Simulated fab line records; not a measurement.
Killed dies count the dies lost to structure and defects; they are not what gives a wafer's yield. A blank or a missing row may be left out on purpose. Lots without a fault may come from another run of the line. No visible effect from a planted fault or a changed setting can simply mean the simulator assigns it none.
fab line records ; flow nandHarc
record lots=24; wafers=72; lastDay=33
route steps=1302 shown A_CONTACT@1078 A_BLC@1118 A_M0@1148 A_M1@1194
lots that met no fault: from a run of the same line without faults
startH: start of the lot's first displayed wafer, in hours after the record's first day ; waitH: hours from the lot's prior step to this one ; " as in the row above ; L1.1+2: a row that stands for several wafers ; - no value, or no start given ; * or withheld: withheld ; < > ~ a bound
route shown NAME@n: names a module that has steps shown in the file, with the first one's number in the route ; usual: mean and standard deviation over wafers with no fault ; same: alike in all rows ; chamber/n: place in a boat ; sites: per-site readings ; _std_site: how widely they spread, as a standard deviation ; _edge_site: the outer-site mean with the inner-site mean subtracted ; radiusMm: for every site, how far away it sits from the centre of the wafer ; mask NAME#n: copy n ; behind: the most recent tool/chamber to have shaped the wafer ; hold: why the lot was held/for how many hours/how that ended ; device: the transistor (n, p or np) that didn't switch ; end of line: the route-end tests of the same wafers ; for a step that has no rows: nothing shown but its recipe ; killed: dies lost to structure and defects at the first sort, not the wafer's yield ; map: per-die view of a wafer (x killed, . not killed, _ where there is no die)
set.NAME: the setting as run; set.NAME@STEP: as run at that earlier step ; model.NAME: the simulator's own value behind a step, which no gauge read
steps of the route over a sample of lots; a table a step, a row a wafer
services: the hour from which a tool's chamber was out of use, counted from the record's first day as startH (under 0 if before that day), plus the number of hours and why
## steps
# step NHARC_A_CONTACT_CD_MEAS_08
# recipe targetCdNm=200; landingEnergyEv=500
# usual cdNm=199.9/0.56
lot.wafer;tool;chamber;startH;waitH;cdNm
L076.1;cdSem-01;0;519.03;-;199.5
L076.2;cdSem-01;0;519.03;-;199.8
L076.4;cdSem-01;0;519.03;-;199.8
L074.1;cdSem-01;0;520.08;-;198.9
L074.5;cdSem-01;0;520.08;-;200.1
L074.6;cdSem-01;0;520.08;-;198.9
L075.2;cdSem-03;0;531.70;-;200.6
L075.4;cdSem-03;0;531.70;-;200.0
L075.5;cdSem-03;0;531.70;-;199.6
L077.3;cdSem-03;0;533.81;-;199.6
L077.4;cdSem-03;0;533.81;-;200.1
L077.5;cdSem-03;0;533.81;-;199.8
L078.1;cdSem-03;0;542.80;-;199.6
L078.3;cdSem-03;0;542.80;-;199.9
L078.4;cdSem-03;0;542.80;-;200.4
L079.1;cdSem-03;0;565.52;-;200.1
L079.2;cdSem-03;0;565.52;-;200.0
L079.3;cdSem-03;0;565.52;-;199.6
L080.2;cdSem-02;0;572.84;-;201.0
L080.3;cdSem-02;0;572.84;-;201.5
L080.5;cdSem-02;0;572.84;-;200.7
L081.3;cdSem-02;0;590.21;-;199.2
L081.5;cdSem-02;0;590.21;-;199.9
L081.6;cdSem-02;0;590.21;-;199.9
L082.2;cdSem-02;0;603.32;-;198.8
L082.4;cdSem-02;0;603.32;-;199.6
L082.5;cdSem-02;0;603.32;-;198.7
L083.2;cdSem-02;0;604.98;-;200.1
L083.3;cdSem-02;0;604.98;-;200.1
L083.6;cdSem-02;0;604.98;-;199.8
L084.3;cdSem-01;0;624.59;-;200.1
L084.5;cdSem-01;0;624.59;-;200.1
L084.6;cdSem-01;0;624.59;-;200.0
L086.2;cdSem-03;0;624.78;-;199.6
L086.5;cdSem-03;0;624.78;-;199.9
L086.6;cdSem-03;0;624.78;-;200.1
L087.3;cdSem-01;0;629.55;-;200.3
L087.5;cdSem-01;0;629.55;-;199.2
L087.6;cdSem-01;0;629.55;-;199.4
L085.3;cdSem-02;0;630.99;-;200.9
L085.4;cdSem-02;0;630.99;-;200.6
L085.5;cdSem-02;0;630.99;-;201.0
L088.1;cdSem-01;0;652.24;-;199.8
L088.3;cdSem-01;0;652.24;-;199.8
L088.6;cdSem-01;0;652.24;-;199.2
L089.1;cdSem-01;0;656.64;-;199.8
L089.4;cdSem-01;0;656.64;-;199.7
L089.5;cdSem-01;0;656.64;-;199.2
L090.2;cdSem-01;0;663.05;-;200.3
L090.3;cdSem-01;0;663.05;-;199.6
L090.6;cdSem-01;0;663.05;-;199.3
L091.3;cdSem-01;0;686.03;-;199.7
L091.4;cdSem-01;0;686.03;-;199.2
L091.5;cdSem-01;0;686.03;-;200.4
L092.1;cdSem-02;0;691.34;-;200.9
L092.2;cdSem-02;0;691.34;-;200.6
L092.5;cdSem-02;0;691.34;-;200.9
L093.1;cdSem-03;0;698.80;-;200.5
L093.5;cdSem-03;0;698.80;-;200.6
L093.6;cdSem-03;0;698.80;-;200.9
L094.1;cdSem-01;0;705.91;-;200.2
L094.2;cdSem-01;0;705.91;-;199.8
L094.5;cdSem-01;0;705.91;-;200.2
L096.2;cdSem-02;0;718.02;-;200.4
L096.3;cdSem-02;0;718.02;-;201.2
L096.4;cdSem-02;0;718.02;-;200.1
L095.2;cdSem-01;0;721.26;-;199.5
L095.4;cdSem-01;0;721.26;-;199.6
L095.5;cdSem-01;0;721.26;-;198.9
L097.2;cdSem-02;0;735.65;-;199.8
L097.3;cdSem-02;0;735.65;-;199.7
L097.6;cdSem-02;0;735.65;-;199.5
# step NHARC_A_CONTACT_CD_MEAS_15
# usual cdNm=190.0/0.56
lot.wafer;tool;chamber;startH;waitH;cdNm
L076.1;cdSem-02;-;522.46;-;190.3
L076.2;cdSem-02;-;522.46;-;191.2
L076.4;cdSem-02;-;522.46;-;190.2
L074.1;cdSem-01;-;523.45;-;189.9
L074.5;cdSem-01;-;523.45;-;190.4
L074.6;cdSem-01;-;523.45;-;190.7
L075.2;cdSem-03;-;535.28;-;189.6
L075.4;cdSem-03;-;535.28;-;189.8
L075.5;cdSem-03;-;535.28;-;189.5
L077.3;cdSem-01;-;537.30;-;189.9
L077.4;cdSem-01;-;537.30;-;190.7
L077.5;cdSem-01;-;537.30;-;190.5
L078.1;cdSem-03;-;546.42;-;189.9
L078.3;cdSem-03;-;546.42;-;189.9
L078.4;cdSem-03;-;546.42;-;190.3
L079.1;cdSem-03;-;570.56;-;190.5
L079.2;cdSem-03;-;570.56;-;190.2
L079.3;cdSem-03;-;570.56;-;191.0
L080.2;cdSem-03;-;576.40;-;190.1
L080.3;cdSem-03;-;576.40;-;190.3
L080.5;cdSem-03;-;576.40;-;189.6
L081.3;cdSem-01;-;594.04;-;189.2
L081.5;cdSem-01;-;594.04;-;188.9
L081.6;cdSem-01;-;594.04;-;188.8
L082.2;cdSem-02;-;607.21;-;189.7
L082.4;cdSem-02;-;607.21;-;189.1
L082.5;cdSem-02;-;607.21;-;189.3
L083.2;cdSem-01;-;608.35;-;190.2
L083.3;cdSem-01;-;608.35;-;190.2
L083.6;cdSem-01;-;608.35;-;190.6
L086.2;cdSem-03;-;628.26;-;189.9
L086.5;cdSem-03;-;628.26;-;190.0
L086.6;cdSem-03;-;628.26;-;190.0
L084.3;cdSem-02;-;629.12;-;190.9
L084.5;cdSem-02;-;629.12;-;190.5
L084.6;cdSem-02;-;629.12;-;190.0
L087.3;cdSem-02;-;632.93;-;190.9
L087.5;cdSem-02;-;632.93;-;190.3
L087.6;cdSem-02;-;632.93;-;189.9
L085.3;cdSem-02;-;634.37;-;190.1
L085.4;cdSem-02;-;634.37;-;190.2
L085.5;cdSem-02;-;634.37;-;190.5
L088.1;cdSem-01;-;655.62;-;189.8
L088.3;cdSem-01;-;655.62;-;190.8
L088.6;cdSem-01;-;655.62;-;189.6
L089.1;cdSem-01;-;660.00;-;189.1
L089.4;cdSem-01;-;660.00;-;189.6
L089.5;cdSem-01;-;660.00;-;189.2
L090.2;cdSem-02;-;666.43;-;189.9
L090.3;cdSem-02;-;666.43;-;189.6
L090.6;cdSem-02;-;666.43;-;190.0
L091.3;cdSem-02;-;689.41;-;190.3
L091.4;cdSem-02;-;689.41;-;189.8
L091.5;cdSem-02;-;689.41;-;189.8
L092.1;cdSem-02;-;694.71;-;190.0
L092.2;cdSem-02;-;694.71;-;189.9
L092.5;cdSem-02;-;694.71;-;190.4
L093.1;cdSem-01;-;702.32;-;189.4
L093.5;cdSem-01;-;702.32;-;189.5
L093.6;cdSem-01;-;702.32;-;190.5
L094.1;cdSem-01;-;709.31;-;190.7
L094.2;cdSem-01;-;709.31;-;190.8
L094.5;cdSem-01;-;709.31;-;190.7
L096.2;cdSem-03;-;721.51;-;189.7
L096.3;cdSem-03;-;721.51;-;190.2
L096.4;cdSem-03;-;721.51;-;190.0
L095.2;cdSem-03;-;724.87;-;190.0
L095.4;cdSem-03;-;724.87;-;189.3
L095.5;cdSem-03;-;724.87;-;189.6
L097.2;cdSem-01;-;742.63;0.1;189.8
L097.3;cdSem-01;-;742.63;0.1;189.4
L097.6;cdSem-01;-;742.63;0.1;189.4
# step NHARC_A_BLC_OVL_MEAS_11
# usual overlayXNm=-0.3/0.88; overlayYNm=0.0/0.78
lot.wafer;tool;chamber;startH;waitH;overlayXNm;overlayYNm
L076.1;overlay-02;-;525.41;-;1.1;1.0
L076.2;overlay-02;-;525.41;-;0.9;0.7
L076.4;overlay-02;-;525.41;-;1.4;0.9
L074.1;overlay-01;-;526.34;-;-1.1;0.7
L074.5;overlay-01;-;526.34;-;-1.3;1.3
L074.6;overlay-01;-;526.34;-;-1.1;1.2
L075.2;overlay-02;-;538.90;-;2.3;-0.2
L075.4;overlay-02;-;538.90;-;1.4;0.0
L075.5;overlay-02;-;538.90;-;1.8;0.0
L077.3;overlay-01;-;540.66;-;0.6;-0.7
L077.4;overlay-01;-;540.66;-;0.6;-0.3
L077.5;overlay-01;-;540.66;-;0.5;-0.3
L078.1;overlay-02;-;549.52;-;-0.5;2.1
L078.3;overlay-02;-;549.52;-;-1.2;1.4
L078.4;overlay-02;-;549.52;-;-0.9;1.4
L079.1;overlay-01;-;573.60;-;0.1;-1.1
L079.2;overlay-01;-;573.60;-;0.4;-0.5
L079.3;overlay-01;-;573.60;-;0.4;-0.9
L080.2;overlay-01;-;579.51;-;-0.1;0.0
L080.3;overlay-01;-;579.51;-;0.1;0.2
L080.5;overlay-01;-;579.51;-;-0.2;-0.2
L081.3;overlay-02;-;597.10;-;-2.3;-0.5
L081.5;overlay-02;-;597.10;-;-1.6;-0.3
L081.6;overlay-02;-;597.10;-;-2.1;-0.3
L082.2;overlay-02;-;610.25;-;-0.2;-0.9
L082.4;overlay-02;-;610.25;-;-0.4;-0.2
L082.5;overlay-02;-;610.25;-;-0.1;-0.2
L083.2;overlay-02;-;614.83;-;0.5;-1.6
L083.3;overlay-02;-;614.83;-;-0.3;-1.1
L083.6;overlay-02;-;614.83;-;-0.4;-1.0
L086.2;overlay-02;-;631.36;-;-0.7;0.7
L086.5;overlay-02;-;631.36;-;-0.7;0.3
L086.6;overlay-02;-;631.36;-;-0.7;-0.3
L084.3;overlay-02;-;632.26;-;0.1;1.1
L084.5;overlay-02;-;632.26;-;0.5;1.2
L084.6;overlay-02;-;632.26;-;0.3;1.0
L087.3;overlay-01;-;635.90;-;0.4;-0.4
L087.5;overlay-01;-;635.90;-;0.4;-0.3
L087.6;overlay-01;-;635.90;-;0.2;0.3
L085.3;overlay-02;-;637.32;-;-0.2;0.3
L085.4;overlay-02;-;637.32;-;0.2;0.5
L085.5;overlay-02;-;637.32;-;-0.4;0.3
L088.1;overlay-02;-;658.58;-;-0.2;1.1
L088.3;overlay-02;-;658.58;-;0.3;0.8
L088.6;overlay-02;-;658.58;-;-0.1;1.1
L089.1;overlay-02;-;663.17;-;-1.2;-0.5
L089.4;overlay-02;-;663.17;-;-1.2;-0.4
L089.5;overlay-02;-;663.17;-;-1.4;-0.4
L090.2;overlay-01;-;671.39;-;-0.5;-0.9
L090.3;overlay-01;-;671.39;-;0.3;-1.0
L090.6;overlay-01;-;671.39;-;0.0;-0.8
L091.3;overlay-01;-;693.23;-;-0.5;0.0
L091.4;overlay-01;-;693.23;-;0.1;-0.5
L091.5;overlay-01;-;693.23;-;-0.7;-0.4
L092.1;overlay-02;-;697.64;-;-0.8;-0.3
L092.2;overlay-02;-;697.64;-;-1.1;-0.5
L092.5;overlay-02;-;697.64;-;-1.7;-0.8
L093.1;overlay-01;-;705.26;-;-0.6;0.4
L093.5;overlay-01;-;705.26;-;-1.1;0.6
L093.6;overlay-01;-;705.26;-;-1.0;-0.2
L094.1;overlay-02;-;712.37;-;0.3;-1.2
L094.2;overlay-02;-;712.37;-;-0.3;-1.3
L094.5;overlay-02;-;712.37;-;-0.5;-0.3
L096.2;overlay-02;-;724.79;-;-1.2;0.5
L096.3;overlay-02;-;724.79;-;-1.1;0.8
L096.4;overlay-02;-;724.79;-;-1.3;0.7
L095.2;overlay-02;-;727.79;-;0.0;0.1
L095.4;overlay-02;-;727.79;-;-0.2;-0.3
L095.5;overlay-02;-;727.79;-;0.3;0.1
L097.2;overlay-02;-;746.29;-;-0.7;0.1
L097.3;overlay-02;-;746.29;-;-0.5;-0.8
L097.6;overlay-02;-;746.29;-;-0.1;-0.5
# step NHARC_A_BLC_CVD_24
# recipe targetThkA=1500; tempC=300; pressureTorr=40; wf6FlowSccm=40; h2FlowSccm=1600; arFlowSccm=1560; timeS=434; material=W
# usual heaterPowerW=499/67; throttleValvePct=7.91/0.24
lot.wafer;tool;chamber;startH;waitH;heaterPowerW;throttleValvePct
L076.2;cvdW-02;0;-;-;441;7.94
L076.1;cvdW-02;1;-;-;477;8.13
L076.4;cvdW-02;1;-;-;499;7.99
L074.1;cvdW-01;0;-;-;567;7.59
L074.5;cvdW-01;0;-;-;589;7.77
L074.6;cvdW-01;1;-;-;461;8.12
L075.2;cvdW-02;0;-;-;428;8.07
L075.4;cvdW-02;0;-;-;438;8.15
L075.5;cvdW-02;1;-;-;475;7.54
L077.4;cvdW-01;1;-;-;459;8.11
L077.3;cvdW-01;0;-;-;570;7.57
L077.5;cvdW-01;0;-;-;583;7.38
L078.1;cvdW-02;0;-;-;441;8.04
L078.4;cvdW-02;1;-;-;488;8.09
L078.3;cvdW-02;0;-;-;432;8.09
L079.2;cvdW-02;0;-;-;439;8.06
L079.1;cvdW-02;1;-;-;480;7.90
L079.3;cvdW-02;1;-;-;481;8.08
L080.2;cvdW-01;1;-;-;483;7.79
L080.3;cvdW-01;1;-;-;484;7.88
L080.5;cvdW-01;0;-;-;617;7.79
L081.3;cvdW-01;0;-;-;646;7.91
L081.5;cvdW-01;1;-;-;483;7.71
L081.6;cvdW-01;0;-;-;624;7.83
L082.2;cvdW-02;1;612.48;0.2;500;7.98
L082.4;cvdW-02;0;612.48;0.2;440;7.87
L082.5;cvdW-02;1;612.48;0.2;490;8.01
L083.2;cvdW-02;1;-;-;489;7.77
L083.3;cvdW-02;1;-;-;479;8.01
L083.6;cvdW-02;0;-;-;436;8.31
L086.2;cvdW-01;0;-;-;619;7.84
L086.6;cvdW-01;0;-;-;622;7.82
L086.5;cvdW-01;1;-;-;478;7.94
L084.3;cvdW-01;1;-;-;492;7.70
L084.5;cvdW-01;1;-;-;472;7.77
L084.6;cvdW-01;0;-;-;609;7.81
L087.3;cvdW-01;0;-;-;616;7.64
L087.6;cvdW-01;1;-;-;484;7.56
L087.5;cvdW-01;0;-;-;618;8.06
L085.3;cvdW-01;1;-;-;482;7.74
L085.4;cvdW-01;0;-;-;616;7.88
L085.5;cvdW-01;0;-;-;597;7.97
L088.1;cvdW-02;0;-;-;444;7.91
L088.3;cvdW-02;1;-;-;487;7.94
L088.6;cvdW-02;0;-;-;419;8.03
L089.1;cvdW-02;1;-;-;500;7.49
L089.4;cvdW-02;0;-;-;429;8.06
L089.5;cvdW-02;1;-;-;483;7.67
L090.2;cvdW-01;1;-;-;476;8.10
L090.3;cvdW-01;1;-;-;490;8.00
L090.6;cvdW-01;1;-;-;488;8.02
L091.4;cvdW-02;1;-;-;481;7.65
L091.3;cvdW-02;0;-;-;437;7.91
L091.5;cvdW-02;1;-;-;489;7.71
L092.2;cvdW-01;0;-;-;618;7.78
L092.1;cvdW-01;1;-;-;497;8.11
L092.5;cvdW-01;1;-;-;486;7.86
L093.1;cvdW-01;0;-;-;626;8.09
L093.6;cvdW-01;0;-;-;621;8.07
L093.5;cvdW-01;1;-;-;473;7.91
L094.2;cvdW-02;1;714.60;-;480;7.45
L094.1;cvdW-02;0;714.60;-;433;8.16
L094.5;cvdW-02;0;714.60;-;430;8.16
L096.2;cvdW-02;0;-;-;427;8.28
L096.4;cvdW-02;1;-;-;476;7.72
L096.3;cvdW-02;0;-;-;430;8.12
L095.2;cvdW-02;1;-;-;474;7.64
L095.4;cvdW-02;1;-;-;484;7.68
L095.5;cvdW-02;0;-;-;420;8.24
L097.2;cvdW-02;0;-;-;427;8.05
L097.3;cvdW-02;1;-;-;480;7.92
L097.6;cvdW-02;0;-;-;429;8.17
# step NHARC_A_M0_OVL_MEAS_10
# recipe pitchNm=160
# usual overlayXNm=-0.2/0.89; overlayYNm=0.0/0.75
lot.wafer;tool;chamber;startH;waitH;overlayXNm;overlayYNm
L076.1;overlay-02;-;529.46;-;1.0;-1.1
L076.2;overlay-02;-;529.46;-;0.9;-1.2
L076.4;overlay-02;-;529.46;-;0.8;-1.5
L074.1;overlay-01;-;530.66;-;0.2;-0.7
L074.5;overlay-01;-;530.66;-;-0.2;-1.2
L074.6;overlay-01;-;530.66;-;-0.5;-1.5
L075.2;overlay-02;-;543.40;-;-1.7;0.0
L075.4;overlay-02;-;543.40;-;-1.2;0.9
L075.5;overlay-02;-;543.40;-;-1.6;0.9
L077.3;overlay-02;-;544.76;-;0.1;0.8
L077.4;overlay-02;-;544.76;-;-0.5;0.5
L077.5;overlay-02;-;544.76;-;0.6;0.5
L078.1;overlay-02;-;553.56;-;-0.2;-0.1
L078.3;overlay-02;-;553.56;-;-0.8;-0.3
L078.4;overlay-02;-;553.56;-;-0.8;0.0
L079.1;overlay-02;-;577.67;-;0.8;-0.2
L079.2;overlay-02;-;577.67;-;0.8;-0.5
L079.3;overlay-02;-;577.67;-;0.2;-0.6
L080.2;overlay-02;-;583.41;-;-0.4;0.7
L080.3;overlay-02;-;583.41;-;0.3;0.8
L080.5;overlay-02;-;583.41;-;0.0;0.4
L081.3;overlay-01;-;601.32;-;-0.9;0.8
L081.5;overlay-01;-;601.32;-;-1.0;0.7
L081.6;overlay-01;-;601.32;-;-0.4;1.0
L082.2;overlay-02;-;614.57;-;0.2;-0.7
L082.4;overlay-02;-;614.57;-;0.7;0.0
L082.5;overlay-02;-;614.57;-;0.0;-0.3
L083.2;overlay-01;-;618.81;-;-0.4;1.1
L083.3;overlay-01;-;618.81;-;0.3;1.7
L083.6;overlay-01;-;618.81;-;-0.5;1.6
L086.2;overlay-01;-;635.48;-;1.9;-0.5
L086.5;overlay-01;-;635.48;-;1.6;0.6
L086.6;overlay-01;-;635.48;-;1.9;0.0
L084.3;overlay-01;-;636.81;-;-0.5;-0.4
L084.5;overlay-01;-;636.81;-;-1.1;0.2
L084.6;overlay-01;-;636.81;-;-0.7;0.0
L087.3;overlay-02;-;639.91;-;-2.2;-0.1
L087.5;overlay-02;-;639.91;-;-1.7;-0.1
L087.6;overlay-02;-;639.91;-;-1.8;0.4
L085.3;overlay-02;-;641.41;-;-0.6;1.3
L085.4;overlay-02;-;641.41;-;-0.8;1.1
L085.5;overlay-02;-;641.41;-;-0.6;1.1
L088.1;overlay-02;-;662.61;-;-0.6;-1.7
L088.3;overlay-02;-;662.61;-;-0.7;-0.8
L088.6;overlay-02;-;662.61;-;-0.5;-1.1
L089.1;overlay-02;-;667.39;-;0.5;0.4
L089.4;overlay-02;-;667.39;-;1.0;0.5
L089.5;overlay-02;-;667.39;-;0.4;0.4
L090.2;overlay-02;-;675.84;-;0.3;0.1
L090.3;overlay-02;-;675.84;-;-0.5;0.7
L090.6;overlay-02;-;675.84;-;0.2;-0.1
L091.3;overlay-02;-;697.30;-;-0.2;-0.3
L091.4;overlay-02;-;697.30;-;-0.4;-0.6
L091.5;overlay-02;-;697.30;-;-0.8;0.4
L092.1;overlay-01;-;701.88;-;-1.3;-0.2
L092.2;overlay-01;-;701.88;-;-1.1;-0.7
L092.5;overlay-01;-;701.88;-;-1.0;0.1
L093.1;overlay-01;-;709.26;-;0.2;0.3
L093.5;overlay-01;-;709.26;-;-0.2;0.5
L093.6;overlay-01;-;709.26;-;-0.4;0.6
L094.1;overlay-01;-;717.08;-;-0.7;-0.8
L094.2;overlay-01;-;717.08;-;-0.6;-1.0
L094.5;overlay-01;-;717.08;-;-0.9;-0.6
L096.2;overlay-01;-;729.55;-;1.2;-0.2
L096.3;overlay-01;-;729.55;-;1.2;0.2
L096.4;overlay-01;-;729.55;-;0.9;-0.4
L095.2;overlay-02;-;731.90;-;0.0;-0.3
L095.4;overlay-02;-;731.90;-;0.4;0.1
L095.5;overlay-02;-;731.90;-;1.1;-0.4
L097.2;overlay-02;-;750.54;-;-0.9;-0.2
L097.3;overlay-02;-;750.54;-;-1.6;0.1
L097.6;overlay-02;-;750.54;-;-1.4;-0.3
# step NHARC_A_M1_ANNEAL_31
# recipe tempC=225; timeS=90
# usual annealTempC=225.01/0.19; wafer_temp_C_max=226.4/0.33
lot.wafer;tool;chamber;startH;waitH;annealTempC;wafer_temp_C_max
L076.1;rtpAnneal-02;0;535.25;0.3;224.97;226.8
L076.2;rtpAnneal-02;0;535.25;0.3;224.87;226.3
L076.4;rtpAnneal-02;0;535.25;0.3;225.08;226.7
L074.1;rtpAnneal-02;0;536.57;-;225.25;226.5
L074.5;rtpAnneal-02;0;536.57;-;225.10;226.1
L074.6;rtpAnneal-02;0;536.57;-;225.07;226.2
L075.2;rtpAnneal-01;0;549.33;-;225.03;225.9
L075.4;rtpAnneal-01;0;549.33;-;225.05;226.5
L075.5;rtpAnneal-01;0;549.33;-;224.84;225.6
L077.3;rtpAnneal-02;0;551.19;-;225.07;225.8
L077.4;rtpAnneal-02;0;551.19;-;224.97;226.1
L077.5;rtpAnneal-02;0;551.19;-;225.02;226.1
L078.1;rtpAnneal-02;0;559.31;-;224.95;226.2
L078.3;rtpAnneal-02;0;559.31;-;224.81;226.1
L078.4;rtpAnneal-02;0;559.31;-;225.07;226.5
L079.1;rtpAnneal-01;0;583.47;-;225.15;227.0
L079.2;rtpAnneal-01;0;583.47;-;225.02;226.9
L079.3;rtpAnneal-01;0;583.47;-;225.09;226.6
L080.2;rtpAnneal-01;0;589.51;0.4;225.09;226.3
L080.3;rtpAnneal-01;0;589.51;0.4;225.23;226.8
L080.5;rtpAnneal-01;0;589.51;0.4;224.96;226.5
L081.3;rtpAnneal-01;0;607.50;0.3;224.57;226.3
L081.5;rtpAnneal-01;0;607.50;0.3;224.69;226.8
L081.6;rtpAnneal-01;0;607.50;0.3;224.84;226.1
L082.2;rtpAnneal-01;0;620.43;0.4;224.91;226.9
L082.4;rtpAnneal-01;0;620.43;0.4;224.98;226.2
L082.5;rtpAnneal-01;0;620.43;0.4;224.83;226.7
L083.2;rtpAnneal-01;0;625.30;0.3;225.01;226.8
L083.3;rtpAnneal-01;0;625.30;0.3;225.12;226.6
L083.6;rtpAnneal-01;0;625.30;0.3;225.39;226.1
L086.2;rtpAnneal-02;0;641.52;-;225.43;226.1
L086.5;rtpAnneal-02;0;641.52;-;224.98;226.3
L086.6;rtpAnneal-02;0;641.52;-;225.17;226.5
L084.3;rtpAnneal-02;0;642.69;-;225.21;226.0
L084.5;rtpAnneal-02;0;642.69;-;225.22;226.1
L084.6;rtpAnneal-02;0;642.69;-;225.25;225.9
L087.3;rtpAnneal-01;0;645.95;0.3;224.81;226.4
L087.5;rtpAnneal-01;0;645.95;0.3;224.81;226.6
L087.6;rtpAnneal-01;0;645.95;0.3;224.72;226.7
L085.3;rtpAnneal-01;0;647.64;-;225.09;225.9
L085.4;rtpAnneal-01;0;647.64;-;224.73;226.5
L085.5;rtpAnneal-01;0;647.64;-;224.97;226.1
L088.1;rtpAnneal-01;0;668.80;0.3;224.79;226.2
L088.3;rtpAnneal-01;0;668.80;0.3;224.95;226.4
L088.6;rtpAnneal-01;0;668.80;0.3;224.71;227.3
L089.1;rtpAnneal-02;0;673.32;0.3;224.78;226.1
L089.4;rtpAnneal-02;0;673.32;0.3;224.96;226.4
L089.5;rtpAnneal-02;0;673.32;0.3;224.98;226.5
L090.2;rtpAnneal-01;0;682.05;0.4;225.13;226.7
L090.3;rtpAnneal-01;0;682.05;0.4;225.24;226.3
L090.6;rtpAnneal-01;0;682.05;0.4;224.91;227.0
L091.3;rtpAnneal-01;0;703.38;0.3;224.76;226.6
L091.4;rtpAnneal-01;0;703.38;0.3;224.86;227.0
L091.5;rtpAnneal-01;0;703.38;0.3;224.92;226.1
L092.1;rtpAnneal-01;0;707.83;0.3;224.62;226.3
L092.2;rtpAnneal-01;0;707.83;0.3;224.87;226.7
L092.5;rtpAnneal-01;0;707.83;0.3;224.88;226.2
L093.1;rtpAnneal-01;0;715.04;0.3;225.19;226.2
L093.5;rtpAnneal-01;0;715.04;0.3;225.16;226.4
L093.6;rtpAnneal-01;0;715.04;0.3;225.06;226.6
L094.1;rtpAnneal-01;0;722.85;-;225.02;226.3
L094.2;rtpAnneal-01;0;722.85;-;225.14;226.2
L094.5;rtpAnneal-01;0;722.85;-;225.14;226.8
L096.2;rtpAnneal-02;0;735.54;0.3;225.33;225.8
L096.3;rtpAnneal-02;0;735.54;0.3;225.37;225.9
L096.4;rtpAnneal-02;0;735.54;0.3;225.30;225.7
L095.2;rtpAnneal-01;0;737.85;-;225.11;226.5
L095.4;rtpAnneal-01;0;737.85;-;224.76;226.9
L095.5;rtpAnneal-01;0;737.85;-;224.94;226.4
L097.2;rtpAnneal-01;0;756.92;0.4;225.14;226.2
L097.3;rtpAnneal-01;0;756.92;0.4;224.90;226.8
L097.6;rtpAnneal-01;0;756.92;0.4;224.88;226.7
## services
tool;chamber;startH;hours;kind
cvdW-02;0;534.88;4.2;repair
cvdW-01;-;547.00;13.0;pm
cvdW-01;0;547.00;13.0;ventCycle
cvdW-01;1;547.00;13.0;ventCycle
cvdW-01;0;560.00;-;clean
cvdW-01;1;560.00;-;clean
cvdW-02;-;631.07;13.0;pm
cvdW-02;0;631.07;13.0;ventCycle
cvdW-02;1;631.07;13.0;ventCycle
cvdW-02;0;644.07;-;clean
cvdW-02;1;644.07;-;clean
cvdW-02;1;675.73;2.8;repair
cvdW-02;-;681.96;1.4;repair
cvdW-02;1;685.79;6.6;repair
cvdW-01;-;690.56;1.2;repair
rtpAnneal-01;-;701.46;1.1;repair
cvdW-01;-;728.00;13.0;pm
cvdW-01;0;728.00;13.0;ventCycle
cvdW-01;1;728.00;13.0;ventCycle
cvdW-01;0;741.00;-;clean
cvdW-01;1;741.00;-;clean
rtpAnneal-02;-;744.30;12.0;pm
## key
fault none
